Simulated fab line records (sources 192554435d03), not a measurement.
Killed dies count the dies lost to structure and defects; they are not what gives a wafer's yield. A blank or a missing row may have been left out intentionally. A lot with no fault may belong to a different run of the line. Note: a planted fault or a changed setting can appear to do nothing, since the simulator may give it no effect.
Split-lot experiment	flow n5 finfet	7 lots, 21 wafers read, on a route of 1938 steps

## SPLIT DETAILS
At N5_MOL_CONTACT_COAG_ETCH_105 (etches SiARC in CF4, target depth 15.6 nm, time 26 s), the setting bias w was moved away from the recipe's 36 W on 8 of the 21 wafers read, by -13.7% to +6.8%. For the rest of the wafers, this setting stayed at what the recipe calls for.

The split's own step is where the reading is taken.

## THE READING
rf vpp V, in V, at N5_MOL_CONTACT_COAG_ETCH_105 (etches SiARC in CF4, target depth 15.6 nm, time 26 s). Typical for fault-free wafers on this fab line: 184.0 V, with standard deviation 1.3 V.

wafer	tool, chamber at the split	bias w as run, W	against the recipe	rf vpp V, V	against lot-mates on the recipe
L076.1	rie diel-04, 1	31.46	-12.6%	168.2	-14.2
L076.2	rie diel-04, 0	31.46	-12.6%	168.5	-13.9
L076.5	rie diel-04, 3	36	recipe	182.4	-
L077.2	rie diel-04, 3	33.53	-6.9%	174.3	-10.5
L077.3	rie diel-04, 1	36	recipe	186.3	-
L077.4	rie diel-04, 0	36	recipe	183.3	-
L085.2	rie diel-01, 0	31.05	-13.7%	166.6	-17.9
L085.3	rie diel-01, 3	36	recipe	184.5	-
L085.5	rie diel-01, 2	31.05	-13.7%	165.8	-18.7
L089.1	rie diel-04, 2	36	recipe	183.4	-
L089.4	rie diel-04, 2	33.41	-7.2%	174.9	-9.4
L089.5	rie diel-04, 3	36	recipe	185.2	-
L094.2	rie diel-01, 3	38	+5.6%	189.8	+5.5
L094.4	rie diel-01, 3	36	recipe	183.9	-
L094.6	rie diel-01, 1	36	recipe	184.7	-
L096.2	rie diel-01, 3	36	recipe	185.4	-
L096.5	rie diel-01, 3	36	recipe	185.0	-
L096.6	rie diel-01, 0	36	recipe	183.8	-
L097.2	rie diel-03, 3	38.46	+6.8%	194.7	+11.6
L097.4	rie diel-03, 2	36	recipe	182.8	-
L097.5	rie diel-03, 2	36	recipe	183.3	-

THE FIT
A straight line over all 21 wafers: rf vpp V changes by +1.29 V for each +1% of bias w; r = +0.99; the points scatter about the line by 1.1 V.
The same after taking each lot's own level away (the mean of its wafers on the recipe; 21 wafers): +1.27 V for each +1%; r = +0.99; scatter 1.3 V.
On that fit, the largest move of bias w shifts the reading by 18 V.
Measured against the standard deviation above, the lots' own levels, which go from 182.40 to 184.80 V, span 1.8 times it.
The two slopes are in agreement: the lot-to-lot level therefore moves the slope only a little.
Check: with one of the wafers moved furthest among these (-13.7%) left out of the fit, the line predicts -17.3 V for it against its lot-mates. Against them it came out at -17.9 V.
Tool readings at the split's step, against how far the setting was moved: rf vpp V r = +0.99.

## ADDITIONAL SPLITS CARRIED BY THESE WAFERS
Before the reading, these wafers also passed through other splits. Each is held against what the fit with the lots' levels taken away leaves over:
other split on the same wafers	wafers away from the commonest value	r with rf vpp V (lot level and that fit taken away)
N5_HKMG_FIN_CVD_62 temp c	9	+0.24
N5_HKMG_FIN_ETCH_35 time s	7	-0.07
N5_MOL_CONTACT_COAG_COAT_58 spin rpm	8	+0.29

## FILE'S OWN FIT
rf vpp V changes by +1.29 V for each +1% of bias w, r = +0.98.
